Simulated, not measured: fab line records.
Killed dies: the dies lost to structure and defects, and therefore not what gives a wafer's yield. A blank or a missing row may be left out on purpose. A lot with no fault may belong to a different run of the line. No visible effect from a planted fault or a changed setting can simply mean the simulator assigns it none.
One fault seen from 3 desks :: flow n5 finfet :: only its own numbers are on each desk; what lay behind them is given at the end

## DESK OF THE TOOL OWNER: rie diel-03
The tool's own readings at N5_BEOL_M4_ETCH_64 (etches SOC in N2/H2, target depth 75 nm, overetch 22.5 nm, time 121.9 s): means of the sampled wafers that have a number, for each lot that ran on this tool. A lot is out of limits, marked OUT, if its mean lies more than 4 standard deviations from the usual mean; the brackets give that distance. Of its 9 readings 7 are shown: the one that was out of limits first, and those that lie furthest out on some lot.
Columns: A = bias w at N5_BEOL_M4_ETCH_64, usual 150.0 W; B = drypump motor current A at N5_BEOL_M4_ETCH_64, usual 5.7 A; C = oes product au at N5_BEOL_M4_ETCH_64, usual 0.60 a.u.; D = rf fwd power W at N5_BEOL_M4_ETCH_64, usual 836.9 W; E = rf vpp V at N5_BEOL_M4_ETCH_64, usual 525.8 V; F = showerhead plenum p Torr at N5_BEOL_M4_ETCH_64, usual 2.61 Torr; G = throttle valve pct at N5_BEOL_M4_ETCH_64, usual 17.75 %
lot: L302
first seen here: day 9 17:12
A: 150.1
B: 5.5
C: 0.61
D: 835.3
E: 526.1
F: 2.63
G: 17.71

lot: L309
first seen here: day 11 04:17
A: 156.3 (+15) OUT
B: 5.6
C: 0.65
D: 834.6
E: 541.8 (+11) OUT
F: 2.65
G: 17.68

lot: L310
first seen here: day 11 11:18
A: 156.9 (+16) OUT
B: 5.5
C: 0.56
D: 835.7
E: 541.1 (+11) OUT
F: 2.65
G: 17.84
This desk finds L309, L310 out of limits, L309 being first, at day 11 04:17 (bias w at N5_BEOL_M4_ETCH_64). L302: within limits.

## THE DEFECT DESK
Lot by lot, what the route's inspections counted, given as the mean of those sampled wafers with a number. A lot is out of limits, marked OUT, if its mean lies more than 4 standard deviations from the usual mean; the brackets give that distance.
Columns: A = raw defect count at N5_BEOL_M4_INSPECT_13, usual 404
lot: L301
first seen here: day 9 11:32
A: 469

lot: L302
first seen here: day 9 17:01
A: 291

lot: L309
first seen here: day 11 04:10
A: 304

lot: L307
first seen here: day 11 06:24
A: 511

lot: L310
first seen here: day 11 11:11
A: 419

lot: L316
first seen here: day 13 09:14
A: 340
Finding of this desk: none of the 6 lots has anything out of limits.

## AT THE METROLOGY DESK
What the gauges read for every lot (on any tool): the sampled wafers with a number, averaged. A lot is out of limits, marked OUT, if its mean lies more than 4 standard deviations from the usual mean; the brackets give that distance. Only the readings that lie furthest out on some lot appear, 7 of the 12 it has.
Columns: A = cd nm at N5_BEOL_M4_CD_MEAS_11, usual 16.85 nm; B = DIBL_P at N5_BEOL_M4_RC_MEAS_101, usual 36.7 mV/V; C = IOFF_N at N5_BEOL_M4_RC_MEAS_101, usual 0.17 nA/um; D = IOFF_P at N5_BEOL_M4_RC_MEAS_101, usual 0.22 nA/um; E = ION_P at N5_BEOL_M4_RC_MEAS_101, usual 461 uA/um; F = VT_N at N5_BEOL_M4_RC_MEAS_101, usual 250 mV; G = VT_P at N5_BEOL_M4_RC_MEAS_101, usual -250 mV
lot: L301
first seen here: day 9 11:26
A: 16.89
B: 36.4
C: 0.16
D: 0.20
E: 457
F: 249
G: -252

lot: L302
first seen here: day 9 16:56
A: 16.48
B: 36.2
C: 0.16
D: 0.21
E: 456
F: 250
G: -251

lot: L309
first seen here: day 11 04:05
A: 16.89
B: 36.3
C: 0.15
D: 0.22
E: 467
F: 251
G: -250

lot: L307
first seen here: day 11 06:19
A: 17.15
B: 34.0
C: 0.13
D: 0.17
E: 452
F: 253
G: -255

lot: L310
first seen here: day 11 11:06
A: 16.86
B: 37.7
C: 0.19
D: 0.26
E: 471
F: 246
G: -245

lot: L316
first seen here: day 13 09:08
A: 16.84
B: 35.1
C: 0.15
D: 0.22
E: 468
F: 249
G: -249
Finding of this desk: none of the 6 lots has anything out of limits.

## PUT TOGETHER
The tool owner's desk had the chance to raise an alarm at day 11 04:17 on L309, L310.
Nothing out of limits was seen by the defect desk.
The metrology desk saw nothing out of limits.
The defect desk has L309, L310 on record, within its limits.
The metrology desk has L309, L310 on record, within its limits.
Of the lots named, all ran N5_BEOL_M4_ETCH_64 on rie diel-03.

## WHAT THE SIMULATOR HAD PUT IN
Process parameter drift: rie diel-03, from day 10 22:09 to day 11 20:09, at N5_BEOL_M4_ETCH_64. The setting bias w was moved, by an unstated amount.
Shown lots that were struck: L309, L310.
Hours from the fault's start to each desk's first reading out of limits: the tool owner's desk, 6.
